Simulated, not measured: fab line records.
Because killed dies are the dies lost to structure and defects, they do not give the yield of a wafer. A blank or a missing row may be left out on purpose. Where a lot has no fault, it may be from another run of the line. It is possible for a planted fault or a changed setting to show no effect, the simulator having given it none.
Matching of chambers :: flow n5 finfet :: 4 sister chambers for N5_BEOL_M5_ALD_86 on ald metal-01
The step deposits TaN, pulse time 2 s, purge time 3 s, co reactant purge time 2 s. 8 wafers are shown with their chamber, then 7 later ones without.

== WAFERS WITH THEIR CHAMBER ==
wafer: L080.4
chamber: 1
heater power w (W): 402
heater power outer w (W): 203

wafer: L081.3
chamber: 2
heater power w (W): 403
heater power outer w (W): 217

wafer: L081.6
chamber: 2
heater power w (W): 409
heater power outer w (W): 227

wafer: L086.1
chamber: 3
heater power w (W): 410
heater power outer w (W): 226

wafer: L086.2
chamber: 0
heater power w (W): 461
heater power outer w (W): 236

wafer: L086.3
chamber: 1
heater power w (W): 406
heater power outer w (W): 205

wafer: L088.1
chamber: 0
heater power w (W): 457
heater power outer w (W): 240

wafer: L088.4
chamber: 3
heater power w (W): 413
heater power outer w (W): 220

== WAFERS MISSING THEIR CHAMBER ==
wafer: L088.5
heater power w (W): 407
heater power outer w (W): 200

wafer: L089.1
heater power w (W): 453
heater power outer w (W): 241

wafer: L089.4
heater power w (W): 394
heater power outer w (W): 207

wafer: L089.6
heater power w (W): 460
heater power outer w (W): 237

wafer: L076.2
heater power w (W): 410
heater power outer w (W): 202

wafer: L076.3
heater power w (W): 411
heater power outer w (W): 229

wafer: L076.5
heater power w (W): 417
heater power outer w (W): 220

== WHICH CHAMBER EACH WENT THROUGH ==
wafer: L088.5
from the rows above: 1
in truth: 1

wafer: L089.1
from the rows above: 0
in truth: 0

wafer: L089.4
from the rows above: can't be placed: 1 or 2
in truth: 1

wafer: L089.6
from the rows above: 0
in truth: 0

wafer: L076.2
from the rows above: 1
in truth: 1

wafer: L076.3
from the rows above: can't be placed: 3 or 2
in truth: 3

wafer: L076.5
from the rows above: can't be placed: 3 or 2
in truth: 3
Placed correctly: 4 of 7. These rows do not allow placing 3 (true chamber among the candidates in 3). 0 placed wrongly.
How it was worked out, from the rows above alone: a wafer's distance from a chamber is the root of the sum, over the readings, of the square of ((its reading less the chamber's mean) divided by the reading's scatter). If the next closest chamber is less than 2 further off than the closest, the wafer can't be placed; otherwise it belongs to the closest. The mean given for a chamber averages the wafers shown for that chamber. The scatter is the square root of a quotient: the sum, over the shown wafers, of each reading's squared deviation from its chamber's mean, divided by wafers minus chambers.
